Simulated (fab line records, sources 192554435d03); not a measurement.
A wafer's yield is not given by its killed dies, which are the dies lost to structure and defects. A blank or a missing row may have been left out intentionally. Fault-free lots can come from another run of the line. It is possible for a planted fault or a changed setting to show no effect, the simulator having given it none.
fab line records ; flow n5_finfet
record lots=9; wafers=26; last_day=16
route steps=1938 shown BEOL_M3@947 BEOL_M4@1111 PASSIVATION@1936
lots that met no fault: taken from a fault-free run of the same line
start_h: start of the lot's first displayed wafer, in hours after the record's first day ; wait_h: hours from the lot's prior step to this one ; " unchanged from the row above ; L1.1+2: one row covering several wafers at once ; - value missing, or start not given ; * or withheld: withheld ; < > ~ a bound
route shown NAME@n: a module of which the file shows steps, and the number in the route of the first ; usual: mean/standard deviation taken from wafers without a fault ; same: alike in all rows ; chamber/n: place in a boat ; sites: each site's reading ; _std_site: the standard deviation of these ; _edge_site: the outer-site mean with the inner-site mean subtracted ; radius_mm: for every site, how far away it sits from the centre of the wafer ; mask NAME#n: copy n ; behind: the most recent tool/chamber to have shaped the wafer ; hold: why the lot was held/for how many hours/how that ended ; device: transistor that didn't switch, given as n, p or np ; end of line: the route-end tests of the same wafers ; a step given without rows: its recipe and nothing more ; killed: at the first sort, the dies lost to defects and structure; wafer yield is something else ; map: a wafer's dies, marking killed ones x, the rest . and places with no die _
set.NAME: the setting as run; set.NAME@STEP: as run at that earlier step ; model.NAME: the simulator's own value behind a step, which no gauge read
a sample of lots followed through the steps of the route, with each step as a table and each wafer as a row
services: a tool's chamber out of use, with start hour (start_h, from the record's first day; less than 0 if before it), hours out, and reason
## steps
# step N5_BEOL_M3_DESCUM_16
# recipe chemistry=O2; time_s=7; source_power_w=50; bias_power_w=20; pressure_mtorr=20; rf_frequency_hz=2.712e+07; temp_c=40; resist=CAR-EUV; o2_flow_sccm=225
# usual drypump_motor_current_A=5.8/0.49; oes_product_au=0.81/0.075; rf_vpp_V=243.2/1.2; showerhead_plenum_p_Torr=2.09/0.062; throttle_valve_pct=20.33/0.21
lot.wafer;tool;chamber;start_h;wait_h;drypump_motor_current_A;oes_product_au;rf_hours_counter_h;rf_vpp_V;showerhead_plenum_p_Torr;throttle_valve_pct
L892.2;rie_diel-05;0;151.68;0.2;5.1;0.72;179;241.3;2.02;20.42
L892.3;rie_diel-05;3;151.68;0.2;5.8;0.73;193;243.7;2.18;20.82
L892.6;rie_diel-05;0;151.68;0.2;5.1;0.72;-;242.2;2.02;20.42
L893.1;rie_diel-03;0;175.08;0.1;6.0;0.84;58;243.9;2.10;20.36
L893.3;rie_diel-03;2;175.08;0.1;5.8;0.79;106;243.6;2.11;20.22
L893.6;rie_diel-03;2;175.08;0.1;5.8;0.80;-;243.4;2.11;20.23
L894.2;rie_diel-01;0;185.68;0.0;5.5;0.90;25;241.3;2.04;20.09
L894.6;rie_diel-01;2;185.68;0.0;5.3;0.92;-;242.9;2.06;20.27
L896.1;rie_diel-01;0;185.91;0.1;5.5;0.91;25;243.5;2.04;20.09
L896.5;rie_diel-01;1;185.91;0.1;5.4;0.87;-;242.1;2.06;20.03
L896.6;rie_diel-01;0;185.91;0.1;5.5;0.91;-;242.8;2.04;20.11
L899.2;rie_diel-01;3;187.24;0.2;6.0;0.85;51;242.9;2.12;20.31
L899.3;rie_diel-01;1;187.24;0.2;5.4;0.87;34;242.5;2.06;20.00
L899.4;rie_diel-01;0;187.24;0.2;5.5;0.90;26;242.0;2.04;20.10
L901.3;rie_diel-05;3;204.74;0.2;5.8;0.72;-;243.1;2.18;20.85
L901.4;rie_diel-05;2;204.74;0.2;5.0;0.85;-;244.1;2.02;20.37
L901.6;rie_diel-05;3;204.74;0.2;5.8;0.71;-;244.5;2.18;20.84
L903.1;rie_diel-05;3;228.35;0.0;5.8;0.72;210;244.1;2.18;20.85
L903.3;rie_diel-05;0;228.35;0.0;5.1;0.70;195;241.8;2.01;20.46
L903.6;rie_diel-05;0;228.35;0.0;5.1;0.71;-;241.1;2.01;20.45
L907.3;rie_diel-01;1;256.10;0.0;5.4;0.84;56;243.1;2.05;20.04
L907.4;rie_diel-01;2;256.10;0.0;5.3;0.89;43;242.7;2.06;20.30
L907.6;rie_diel-01;0;256.10;0.0;5.5;0.87;-;241.4;2.03;20.13
L910.3;rie_diel-03;2;263.52;0.1;5.8;0.77;136;243.4;2.10;20.27
L910.5;rie_diel-03;1;263.52;0.1;6.6;0.74;-;242.2;2.05;20.34
L910.6;rie_diel-03;2;263.52;0.1;5.8;0.77;-;243.1;2.10;20.28
# step N5_BEOL_M3_ALD_98
# recipe material=SiO2; target_thk_a=25; temp_c=100; ald_precursor_family=BDEAS; ald_co_reactant=O2-plasma; pulse_time_s=1; co_reactant_pulse_time_s=1; purge_time_s=2; co_reactant_purge_time_s=2; ald_cycles=17; pressure_torr=2
# usual ald_cycles=17/0; heater_power_w=78/7.9; precursor_pulse_height_rel=1.000/0.019
lot.wafer;tool;chamber;start_h;wait_h;ald_cycles;heater_power_w;precursor_pulse_height_rel
L892.2;ald_sin-04;1;152.89;0.1;17;69;1.002
L892.3;ald_sin-04;2;152.89;0.1;17;79;1.018
L892.6;ald_sin-04;0;152.89;0.1;17;71;1.001
L893.1;ald_sin-02;1;176.32;0.1;17;77;1.029
L893.3;ald_sin-02;3;176.32;0.1;17;70;1.020
L893.6;ald_sin-02;1;176.32;0.1;17;76;0.997
L894.2;ald_sin-04;0;187.03;0.1;17;71;0.970
L894.6;ald_sin-04;2;187.03;0.1;17;77;0.992
L896.1;ald_sin-02;0;187.36;0.1;17;76;1.026
L896.5;ald_sin-02;2;187.36;0.1;17;89;0.973
L896.6;ald_sin-02;1;187.36;0.1;17;76;1.005
L899.2;ald_sin-02;3;188.92;0.3;17;69;0.974
L899.3;ald_sin-02;1;188.92;0.3;17;73;0.986
L899.4;ald_sin-02;0;188.92;0.3;17;78;0.977
L901.3;ald_sin-04;0;206.02;0.2;17;72;0.998
L901.4;ald_sin-04;2;206.02;0.2;17;80;1.008
L901.6;ald_sin-04;1;206.02;0.2;17;67;0.999
L903.1;ald_sin-02;3;229.48;0.1;17;71;0.985
L903.3;ald_sin-02;0;229.48;0.1;17;78;0.996
L903.6;ald_sin-02;3;229.48;0.1;17;71;0.996
L907.3;ald_sin-02;1;257.45;0.3;17;75;0.962
L907.4;ald_sin-02;2;257.45;0.3;17;88;1.005
L907.6;ald_sin-02;0;257.45;0.3;16;78;1.016
L910.3;ald_sin-02;2;264.71;0.1;17;88;1.005
L910.5;ald_sin-02;0;264.71;0.1;16;76;1.025
L910.6;ald_sin-02;3;264.71;0.1;17;71;1.018
# step N5_BEOL_M3_ETCH_70
# recipe chemistry=N2/H2; target=SOC; target_depth_a=800; overetch_a=160; mask_material=SiARC; temp_c=40; time_s=120; ion_energy_ev=200; pressure_mtorr=30; source_w=840; bias_w=150; n2_flow_sccm=200; h2_flow_sccm=200
# usual drypump_motor_current_A=5.8/0.47; h2_flow_sccm=199.9/0.61; oes_product_au=0.63/0.046; rf_vpp_V=523.9/2.2; showerhead_plenum_p_Torr=2.53/0.078; throttle_valve_pct=17.62/0.26
lot.wafer;tool;chamber;start_h;wait_h;drypump_motor_current_A;h2_flow_sccm;oes_product_au;rf_hours_counter_h;rf_vpp_V;showerhead_plenum_p_Torr;throttle_valve_pct
L892.2;rie_diel-03;0;160.78;0.0;6.0;199.9;0.65;54;525.2;2.59;17.99
L892.3;rie_diel-03;1;160.78;0.0;6.6;199.2;0.59;150;524.0;2.53;17.73
L892.6;rie_diel-03;2;160.78;0.0;5.8;200.3;0.61;-;524.7;2.57;17.60
L893.1;rie_diel-03;0;188.24;0.0;6.1;201.0;0.63;63;524.6;2.58;18.01
L893.3;rie_diel-03;1;188.24;0.0;6.6;201.0;0.59;159;524.9;2.52;17.76
L893.6;rie_diel-03;2;188.24;0.0;5.8;200.0;0.60;-;525.4;2.57;17.61
L894.2;rie_diel-01;3;192.87;0.0;6.1;199.5;0.66;53;525.8;2.57;17.68
L894.6;rie_diel-01;1;192.87;0.0;5.4;200.6;0.66;-;521.5;2.48;17.23
L896.1;rie_diel-01;2;195.97;0.0;5.3;198.3;0.69;25;522.1;2.45;17.26
L896.5;rie_diel-01;0;195.97;0.0;5.6;200.6;0.67;-;523.0;2.47;17.53
L896.6;rie_diel-01;1;195.97;0.0;5.4;200.2;0.65;-;523.9;2.48;17.25
L899.2;rie_diel-01;1;196.33;0.0;5.4;199.0;0.65;38;523.0;2.48;17.24
L899.3;rie_diel-01;0;196.33;0.0;5.5;200.4;0.67;30;523.3;2.47;17.52
L899.4;rie_diel-01;3;196.33;0.0;6.0;200.9;0.64;55;525.1;2.57;17.67
L901.3;rie_diel-05;3;206.78;0.1;5.8;200.9;0.55;-;527.2;2.63;18.16
L901.4;rie_diel-05;2;206.78;0.1;5.1;199.7;0.65;-;522.0;2.45;17.68
L901.6;rie_diel-05;2;206.78;0.1;5.1;200.5;0.64;-;521.9;2.45;17.72
L903.1;rie_diel-01;2;234.58;0.0;5.3;199.3;0.67;37;522.4;2.44;17.28
L903.3;rie_diel-01;0;234.58;0.0;5.5;199.3;0.66;42;523.4;2.46;17.56
L903.6;rie_diel-01;1;234.58;0.0;5.4;199.5;0.66;-;522.9;2.48;17.27
L907.3;rie_diel-01;1;262.64;0.0;5.4;199.3;0.64;58;521.2;2.47;17.27
L907.4;rie_diel-01;2;262.64;0.0;5.3;200.1;0.65;46;523.0;2.44;17.30
L907.6;rie_diel-01;0;262.64;0.0;5.5;200.2;0.65;-;521.5;2.46;17.58
L910.3;rie_diel-03;2;272.21;0.0;5.8;200.5;0.59;138;524.6;2.55;17.67
L910.5;rie_diel-03;1;272.21;0.0;6.6;200.3;0.57;-;523.4;2.51;17.80
L910.6;rie_diel-03;2;272.21;0.0;5.8;199.2;0.58;-;525.6;2.55;17.66
# step N5_BEOL_M3_DEGAS_44
# recipe ambient=vacuum; temp_c=250; time_s=60
# usual heater_power_w=338/43
lot.wafer;tool;chamber;start_h;wait_h;heater_power_w
L892.2;pvd_sputter-01;-;161.85;0.6;331
L892.3;pvd_sputter-01;-;161.85;0.6;304
L892.6;pvd_sputter-01;-;161.85;0.6;303
L893.1;pvd_sputter-02;-;189.77;1.0;307
L893.3;pvd_sputter-02;-;189.77;1.0;397
L893.6;pvd_sputter-02;-;189.77;1.0;393
L894.2;pvd_sputter-02;-;193.49;0.1;308
L894.6;pvd_sputter-02;-;193.49;0.1;401
L896.1;pvd_sputter-03;-;196.52;0.0;324
L896.5;pvd_sputter-03;-;196.52;0.0;378
L896.6;pvd_sputter-03;-;196.52;0.0;303
L899.2;pvd_sputter-03;-;196.91;0.1;299
L899.3;pvd_sputter-03;-;196.91;0.1;365
L899.4;pvd_sputter-03;-;196.91;0.1;263
L901.3;pvd_sputter-03;-;207.58;0.2;386
L901.4;pvd_sputter-03;-;207.58;0.2;298
L901.6;pvd_sputter-03;-;207.58;0.2;368
L903.1;pvd_sputter-01;-;235.38;0.3;299
L903.3;pvd_sputter-01;-;235.38;0.3;377
L903.6;pvd_sputter-01;-;235.38;0.3;299
L907.3;pvd_sputter-03;-;263.64;0.5;267
L907.4;pvd_sputter-03;-;263.64;0.5;311
L907.6;pvd_sputter-03;-;263.64;0.5;285
L910.3;pvd_sputter-01;-;273.18;0.5;311
L910.5;pvd_sputter-01;-;273.18;0.5;374
L910.6;pvd_sputter-01;-;273.18;0.5;305
# step N5_BEOL_M4_RC_MEAS_101
# usual DIBL_N=37.2/2.5; DIBL_P=38/3; IOFF_N=0.17/0.044; IOFF_P=0.24/0.059; ION_N=667/13; ION_P=461/7.9; SS_N=71.8/0.86; SS_P=73.6/0.92; VT_N=250/4.1; VT_P=-249/3.9
lot.wafer;tool;chamber;start_h;wait_h;DIBL_N[mV/V];DIBL_P[mV/V];IOFF_N[nA/um];IOFF_P[nA/um];ION_N[uA/um];ION_P[uA/um];SS_N[mV/dec];SS_P[mV/dec];VT_N[mV];VT_P[mV]
L892.2;prober-01;0;178.96;0.2;36.9;38;0.17;0.23;685;466;72.0;73.9;250;-247
L892.3;prober-01;0;178.96;0.2;36.7;37;0.15;0.21;656;460;71.8;72.6;252;-253
L892.6;prober-01;0;178.96;0.2;39.7;41;0.22;0.31;682;468;73.0;74.0;245;-243
L893.1;prober-01;0;203.19;0.0;36.7;39;0.18;0.24;673;467;71.5;73.7;248;-250
L893.3;prober-01;0;203.19;0.0;39.3;41;0.23;0.29;680;466;72.2;74.8;244;-248
L893.6;prober-01;0;203.19;0.0;37.2;39;0.17;0.25;668;456;72.2;74.6;247;-250
L894.2;prober-01;0;211.06;0.2;35.1;35;0.12;0.19;652;454;72.0;72.7;254;-250
L894.6;prober-01;0;211.06;0.2;40.2;42;0.23;0.34;677;461;73.0;75.4;245;-245
L896.1;prober-01;0;212.72;0.0;38.4;38;0.17;0.24;684;465;71.6;74.1;251;-251
L896.5;prober-01;0;212.72;0.0;37.4;38;0.16;0.23;667;460;72.3;73.9;254;-250
L896.6;prober-01;0;212.72;0.0;39.7;40;0.20;0.29;682;475;72.5;74.6;248;-246
L899.2;prober-02;0;216.51;0.2;38.5;38;0.18;0.27;677;480;71.3;73.6;249;-244
L899.3;prober-02;0;216.51;0.2;37.5;37;0.15;0.23;658;460;71.7;73.5;252;-247
L899.4;prober-02;0;216.51;0.2;37.5;36;0.16;0.22;670;459;71.0;73.3;247;-246
L901.3;prober-01;0;233.36;0.3;38.9;40;0.23;0.27;681;462;73.0;74.5;246;-250
L901.4;prober-01;0;233.36;0.3;35.6;37;0.16;0.22;665;454;72.6;73.7;251;-251
L901.6;prober-01;0;233.36;0.3;34.8;35;0.14;0.18;657;449;71.6;72.8;254;-253
L903.1;prober-01;0;253.24;0.0;43.1;43;0.26;0.44;691;484;73.7;75.0;245;-238
L903.3;prober-01;0;253.24;0.0;33.8;32;0.10;0.21;654;476;71.2;71.1;260;-247
L903.6;prober-01;0;253.24;0.0;40.1;40;0.21;0.39;676;478;72.3;74.7;246;-237
L907.3;prober-01;0;276.84;0.3;38.4;40;0.20;0.29;673;465;72.1;74.4;247;-248
L907.4;prober-01;0;276.84;0.3;36.6;37;0.15;0.25;659;464;70.8;73.8;248;-248
L907.6;prober-01;0;276.84;0.3;36.0;36;0.15;0.22;669;462;71.0;73.1;250;-252
L910.3;prober-01;0;287.87;0.3;35.6;36;0.15;0.21;666;459;71.2;72.4;251;-251
L910.5;prober-01;0;287.87;0.3;36.4;38;0.16;0.24;681;469;71.0;72.7;251;-248
L910.6;prober-01;0;287.87;0.3;34.8;36;0.13;0.21;660;453;71.4;72.3;254;-252
# step N5_PASSIVATION_PROBE_49
# usual defect_limited_yield=91.5/1.4; killed_at_M0_to_M3=32/11; killed_at_M4_up=12/4.4; killed_at_contacts=13/6.1; killed_at_front_end=39/12; killed_at_other=3.9/3; killed_dies=100/17; killed_on_rim=13/3.9; killed_open=66/12; killed_short=33/7.4; sort_bin_4_leakage=0.03/0.14; sort_bin_5_function=5.0/0.95; sort_bin_6_memory=3.2/0.66; sort_n_pass=1079/17; sort_yield_pct=91.4/1.5
# same gross_dies=1180; killed_at_back_side=0; sort_bin_8_speed[%]=0
lot.wafer;tool;chamber;start_h;wait_h;defect_limited_yield[%];killed_at_M0_to_M3;killed_at_M4_up;killed_at_contacts;killed_at_front_end;killed_at_other;killed_dies;killed_on_rim;killed_open;killed_short;sort_bin_4_leakage[%];sort_bin_5_function[%];sort_bin_6_memory[%];sort_n_pass;sort_yield_pct[%]
L892.2;prober-01;-;293.30;0.1;91.9;42;13;2;34;5;96;13;61;33;0;4.1;3.8;1084;91.9
L892.3;prober-01;-;293.35;0.1;90.0;55;8;4;47;4;118;19;67;48;0;6.4;3.1;1062;90.0
L892.6;prober-01;-;293.50;0.3;93.1;26;8;10;34;3;81;11;53;25;0;4.2;2.5;1099;93.1
L893.1;prober-01;-;308.97;0.0;92.4;31;21;4;30;4;90;11;60;30;0;4.7;2.8;1090;92.4
L893.3;prober-01;-;309.07;0.1;91.3;26;12;14;44;7;103;10;67;33;0;5.0;3.6;1077;91.3
L893.6;prober-01;-;309.22;0.3;92.0;28;17;16;33;0;94;12;67;27;0;4.5;2.8;1086;92.0
L896.1;prober-02;-;324.82;0.0;90.3;43;8;12;51;1;115;20;77;36;0;6.0;3.5;1065;90.3
L896.5;prober-02;-;325.02;0.2;92.6;18;7;19;42;1;87;14;64;18;0;4.4;2.6;1093;92.6
L896.6;prober-02;-;325.07;0.3;91.2;43;13;11;36;1;104;15;67;36;0;5.7;2.5;1076;91.2
L894.2;prober-01;-;325.23;0.1;90.6;40;7;18;38;8;111;14;80;29;0;4.7;4.0;1069;90.6
L894.6;prober-01;-;325.43;0.3;91.6;37;10;10;40;2;99;16;61;35;0;4.9;3.2;1081;91.6
L899.2;prober-02;-;332.03;0.1;90.8;36;13;19;35;6;109;15;64;45;0;5.1;3.5;1071;90.8
L899.3;prober-02;-;332.08;0.1;90.3;23;13;13;59;6;114;13;68;42;0;5.3;3.7;1066;90.3
L899.4;prober-02;-;332.13;0.2;93.1;18;6;10;46;2;82;8;46;36;0;3.6;3.1;1098;93.1
L901.3;prober-02;-;340.28;0.1;93.3;25;9;11;32;2;79;6;45;30;0;3.3;3.1;1101;93.3
L901.4;prober-02;-;340.33;0.2;93.2;17;17;17;28;1;80;14;59;20;0;3.6;3.1;1100;93.2
L901.6;prober-02;-;340.43;0.3;94.3;24;14;3;24;2;67;7;45;22;0;2.5;3.1;1113;94.3
L903.1;prober-02;-;353.61;0.0;89.2;38;8;17;58;7;128;17;86;39;1.10;5.8;4.9;1039;88.1
L903.3;prober-02;-;353.71;0.1;91.3;34;8;8;49;4;103;10;72;28;0;5.6;2.8;1077;91.3
L903.6;prober-02;-;353.86;0.3;90.0;31;18;11;47;11;118;18;70;44;0.25;6.9;2.7;1059;89.7
L907.3;prober-01;-;392.21;0.1;92.9;19;16;23;25;1;84;15;63;20;0;4.2;2.8;1096;92.9
L907.4;prober-01;-;392.26;0.2;93.8;19;13;12;27;2;73;12;50;22;0;3.1;2.7;1107;93.8
L907.6;prober-01;-;392.36;0.3;92.7;26;20;12;25;3;86;9;57;27;0;4.3;2.9;1094;92.7
L910.3;prober-02;-;394.13;0.1;92.4;29;10;4;42;5;90;10;62;23;0;4.2;2.9;1090;92.4
L910.5;prober-02;-;394.23;0.2;90.8;45;14;1;43;6;109;16;71;38;0;4.8;4.1;1071;90.8
L910.6;prober-02;-;394.28;0.3;92.1;38;10;10;34;1;93;10;60;32;0;5.1;2.5;1087;92.1
# killed by level:class
L892.2 BEOL_M0_SAQP:geometric_particle:short=11 BEOL_M0_SAQP:geometric_particle:open=10 STI_FIN_REVEAL:geometric_particle:open=9 BEOL_M2:geometric_particle:open=9 BEOL_M4:geometric_particle:open=8 FIN_SAQP:geometric_particle:open=6 BEOL_M3:geometric_particle:open=6 STI_FIN_REVEAL:geometric_particle:short=5
L892.3 BEOL_M0_SAQP:geometric_particle:short=13 STI_FIN_REVEAL:geometric_particle:open=11 BEOL_M0_SAQP:geometric_particle:open=11 FIN_SAQP:geometric_particle:open=8 BEOL_M2:geometric_particle:open=7 GATE_CUT:geometric_particle:short=6 BEOL_M3:geometric_particle:open=5 BEOL_M4:geometric_particle:open=5
L892.6 STI_FIN_REVEAL:geometric_particle:open=10 MOL_CONTACT_COAG:geometric_particle:open=9 FIN_SAQP:geometric_particle:short=5 BEOL_M3:geometric_particle:open=5 FIN_SAQP:geometric_particle:open=4 BEOL_M0_SAQP:geometric_particle:short=4 BEOL_M1:geometric_particle:open=4 DUMMY_GATE:geometric_particle:open=3
L893.1 BEOL_M4:geometric_particle:open=10 BEOL_M2:geometric_particle:open=9 GATE_CUT:geometric_particle:short=8 BEOL_M0_SAQP:geometric_particle:short=6 FIN_SAQP:geometric_particle:open=5 BEOL_M1:geometric_particle:open=5 ILD0:geometric_particle:short=4 BEOL_M0_SAQP:geometric_particle:open=4
L893.3 STI_FIN_REVEAL:geometric_particle:open=11 MOL_CONTACT_COAG:geometric_particle:open=11 BEOL_M1:geometric_particle:open=8 BEOL_M2:geometric_particle:open=7 FIN_SAQP:geometric_particle:short=5 DUMMY_GATE:geometric_particle:open=5 BEOL_M1:geometric_particle:short=5 ILD0:geometric_particle:open=4
L893.6 MOL_CONTACT_COAG:geometric_particle:open=13 BEOL_M1:geometric_particle:open=11 FIN_SAQP:geometric_particle:short=9 BEOL_M4:geometric_particle:open=6 FIN_SAQP:geometric_particle:open=5 STI_FIN_REVEAL:geometric_particle:open=5 BEOL_M0_SAQP:geometric_particle:open=5 BEOL_M2:geometric_particle:open=5
L896.1 BEOL_M0_SAQP:geometric_particle:open=11 STI_FIN_REVEAL:geometric_particle:open=10 MOL_CONTACT_COAG:geometric_particle:open=9 BEOL_M0_SAQP:geometric_particle:short=8 FIN_SAQP:geometric_particle:open=6 BEOL_M2:geometric_particle:open=6 BEOL_M3:geometric_particle:short=6 FIN_SAQP:geometric_particle:short=5
L896.5 MOL_CONTACT_COAG:geometric_particle:open=15 FIN_SAQP:geometric_particle:open=9 STI_FIN_REVEAL:geometric_particle:open=8 BEOL_M0_SAQP:geometric_particle:open=5 MOL_CONTACT_COAG:geometric_particle:short=4 BEOL_M0_SAQP:geometric_particle:short=4 FIN_SAQP:geometric_particle:short=3 DUMMY_GATE:geometric_particle:open=3
L896.6 BEOL_M0_SAQP:geometric_particle:open=13 BEOL_M0_SAQP:geometric_particle:short=12 FIN_SAQP:geometric_particle:open=8 STI_FIN_REVEAL:geometric_particle:open=8 FIN_SAQP:geometric_particle:short=7 MOL_CONTACT_COAG:geometric_particle:open=7 BEOL_M2:geometric_particle:open=7 BEOL_M4:geometric_particle:open=6
L894.2 BEOL_M1:geometric_particle:open=11 BEOL_M2:geometric_particle:open=11 FIN_SAQP:geometric_particle:open=10 MOL_CONTACT_COAG:geometric_particle:open=9 MOL_CONTACT_COAG:geometric_particle:short=8 BEOL_M0_SAQP:geometric_particle:open=7 BEOL_M3:geometric_particle:open=5 STI_FIN_REVEAL:geometric_particle:open=4
L894.6 FIN_SAQP:geometric_particle:short=14 BEOL_M1:geometric_particle:open=10 MOL_CONTACT_COAG:geometric_particle:open=8 BEOL_M0_SAQP:geometric_particle:open=7 DUMMY_GATE:geometric_particle:open=5 GATE_CUT:geometric_particle:short=5 BEOL_M0_SAQP:geometric_particle:short=5 BEOL_M8:geometric_particle:open=4
L899.2 MOL_CONTACT_COAG:geometric_particle:open=16 BEOL_M0_SAQP:geometric_particle:short=11 STI_FIN_REVEAL:geometric_particle:open=9 FIN_SAQP:geometric_particle:short=8 BEOL_M0_SAQP:geometric_particle:open=8 BEOL_M2:geometric_particle:open=6 BEOL_M3:geometric_particle:short=5 BEOL_M5:geometric_particle:open=5
L899.3 STI_FIN_REVEAL:geometric_particle:open=15 MOL_CONTACT_COAG:geometric_particle:open=11 FIN_SAQP:geometric_particle:short=9 BEOL_M0_SAQP:geometric_particle:short=9 FIN_SAQP:geometric_particle:open=7 BEOL_M4:geometric_particle:open=7 STI_FIN_REVEAL:geometric_particle:short=5 GATE_CUT:geometric_particle:short=5
L899.4 FIN_SAQP:geometric_particle:short=8 MOL_CONTACT_COAG:geometric_particle:open=7 FIN_SAQP:geometric_particle:open=6 STI_FIN_REVEAL:geometric_particle:open=6 STI_FIN_REVEAL:geometric_particle:short=5 BEOL_M0_SAQP:geometric_particle:short=5 STARTING-WAFER:geometric_particle:open=4 BEOL_M1:geometric_particle:open=4
L901.3 MOL_CONTACT_COAG:geometric_particle:open=10 FIN_SAQP:geometric_particle:short=6 BEOL_M1:geometric_particle:open=6 FIN_SAQP:geometric_particle:open=4 BEOL_M2:geometric_particle:open=4 STI_FIN_REVEAL:geometric_particle:open=3 GATE_CUT:geometric_particle:short=3 BEOL_M0_SAQP:geometric_particle:short=3
L901.4 MOL_CONTACT_COAG:geometric_particle:open=14 BEOL_M4:geometric_particle:open=12 FIN_SAQP:geometric_particle:short=6 BEOL_M0_SAQP:geometric_particle:short=6 FIN_SAQP:geometric_particle:open=5 DUMMY_GATE:geometric_particle:open=5 BEOL_M0_SAQP:geometric_particle:open=5 ILD0:geometric_particle:open=3
L901.6 BEOL_M0_SAQP:geometric_particle:short=8 BEOL_M0_SAQP:geometric_particle:open=8 FIN_SAQP:geometric_particle:open=7 BEOL_M5:geometric_particle:open=5 STI_FIN_REVEAL:geometric_particle:open=4 BEOL_M4:geometric_particle:open=4 ILD0:geometric_particle:short=3 MOL_CONTACT_COAG:geometric_particle:open=3
L903.1 STI_FIN_REVEAL:geometric_particle:open=15 FIN_SAQP:geometric_particle:open=13 FIN_SAQP:geometric_particle:short=12 MOL_CONTACT_COAG:geometric_particle:open=12 BEOL_M0_SAQP:geometric_particle:open=11 BEOL_M0_SAQP:geometric_particle:short=9 BEOL_M1:geometric_particle:open=8 DUMMY_GATE:geometric_particle:open=5
L903.3 STI_FIN_REVEAL:geometric_particle:open=18 BEOL_M3:geometric_particle:open=10 DUMMY_GATE:geometric_particle:open=9 BEOL_M1:geometric_particle:open=6 FIN_SAQP:geometric_particle:short=5 MOL_CONTACT_COAG:geometric_particle:open=5 BEOL_M0_SAQP:geometric_particle:short=5 BEOL_M2:geometric_particle:open=5
L903.6 STI_FIN_REVEAL:geometric_particle:open=19 MOL_CONTACT_COAG:geometric_particle:open=9 FIN_SAQP:geometric_particle:short=8 BEOL_M0_SAQP:geometric_particle:open=8 BEOL_M0_SAQP:geometric_particle:short=7 BEOL_M1:geometric_particle:open=6 BEOL_M1:geometric_particle:short=5 BEOL_M4:geometric_particle:open=5
L907.3 MOL_CONTACT_COAG:geometric_particle:open=19 BEOL_M4:geometric_particle:open=13 GATE_CUT:geometric_particle:short=7 BEOL_M2:geometric_particle:open=7 STI_FIN_REVEAL:geometric_particle:open=4 MOL_CONTACT_COAG:geometric_particle:short=3 BEOL_M0_SAQP:geometric_particle:open=3 BEOL_M1:geometric_particle:open=3
L907.4 MOL_CONTACT_COAG:geometric_particle:open=10 FIN_SAQP:geometric_particle:open=6 BEOL_M2:geometric_particle:open=6 BEOL_M0_SAQP:geometric_particle:open=5 BEOL_M4:geometric_particle:open=5 STARTING-WAFER:geometric_particle:short=5 FIN_SAQP:geometric_particle:short=4 GATE_CUT:geometric_particle:open=3
L907.6 BEOL_M4:geometric_particle:open=13 MOL_CONTACT_COAG:geometric_particle:open=9 BEOL_M1:geometric_particle:open=8 DUMMY_GATE:geometric_particle:open=4 GATE_CUT:geometric_particle:open=4 GATE_CUT:geometric_particle:short=4 BEOL_M0_SAQP:geometric_particle:open=4 BEOL_M3:geometric_particle:short=4
L910.3 FIN_SAQP:geometric_particle:open=11 BEOL_M0_SAQP:geometric_particle:open=9 BEOL_M1:geometric_particle:open=6 BEOL_M2:geometric_particle:open=6 FIN_SAQP:geometric_particle:short=5 DUMMY_GATE:geometric_particle:open=5 STI_FIN_REVEAL:geometric_particle:open=3 GATE_CUT:geometric_particle:short=3
L910.5 BEOL_M2:geometric_particle:open=14 FIN_SAQP:geometric_particle:open=10 FIN_SAQP:geometric_particle:short=8 BEOL_M0_SAQP:geometric_particle:short=8 BEOL_M3:geometric_particle:open=8 STI_FIN_REVEAL:geometric_particle:open=6 BEOL_M4:geometric_particle:open=6 DUMMY_GATE:geometric_particle:open=4
L910.6 FIN_SAQP:geometric_particle:open=12 BEOL_M0_SAQP:geometric_particle:short=12 BEOL_M1:geometric_particle:open=9 MOL_CONTACT_COAG:geometric_particle:open=8 BEOL_M0_SAQP:geometric_particle:open=8 FIN_SAQP:geometric_particle:short=5 STI_FIN_REVEAL:geometric_particle:open=4 BEOL_M1:geometric_particle:short=4
## services
tool;chamber;start_h;hours;kind
rie_diel-03;-;134.45;2.8;pm
pvd_sputter-02;-;138.18;3.5;repair
rie_diel-05;-;139.00;2.8;pm
ald_sin-04;3;148.02;13.1;repair
ald_sin-02;-;155.19;0.6;repair
rie_diel-05;3;158.44;5.2;repair
rie_diel-05;-;183.76;15.6;pm
rie_diel-05;0;200.72;8.9;repair
rie_diel-05;1;203.12;7.6;repair
rie_diel-05;1;211.16;-;clean
rie_diel-05;1;211.16;-;consumable_replace:focus_ring
rie_diel-05;1;211.16;31.8;scheduled_down
rie_diel-05;1;211.16;31.8;vent_cycle
ald_sin-02;1;211.53;4.4;repair
rie_diel-05;3;215.05;2.0;repair
ald_sin-02;0;254.11;2.8;repair
rie_diel-03;3;256.81;3.9;repair
ald_sin-02;-;268.25;14.0;pm
ald_sin-02;0;268.25;14.0;vent_cycle
ald_sin-02;1;268.25;14.0;vent_cycle
ald_sin-02;2;268.25;14.0;vent_cycle
ald_sin-02;3;268.25;20.5;vent_cycle
## key
first_sign step=N5_BEOL_M3_ALD_98; reading=ald_cycles; direction=down; sigmas=99+; usual=*; struck=*
effect none on later readings
met_at N5_BEOL_M3_ALD_98
struck_lots L907,L910
struck_wafers L907.6,L910.5
not_acting_at N5_BEOL_M3_DESCUM_16,N5_BEOL_M3_ETCH_70,N5_BEOL_M3_DEGAS_44
onset_between 229.48 257.45
fault kind=process_parameter_drift; tool=ald_sin-02; chamber=0; onset_h=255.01; steps=N5_BEOL_M3_ALD_98; channel=ald_cycles; offset=*; shape=step; end_h=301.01; acts_in=*; stated=*
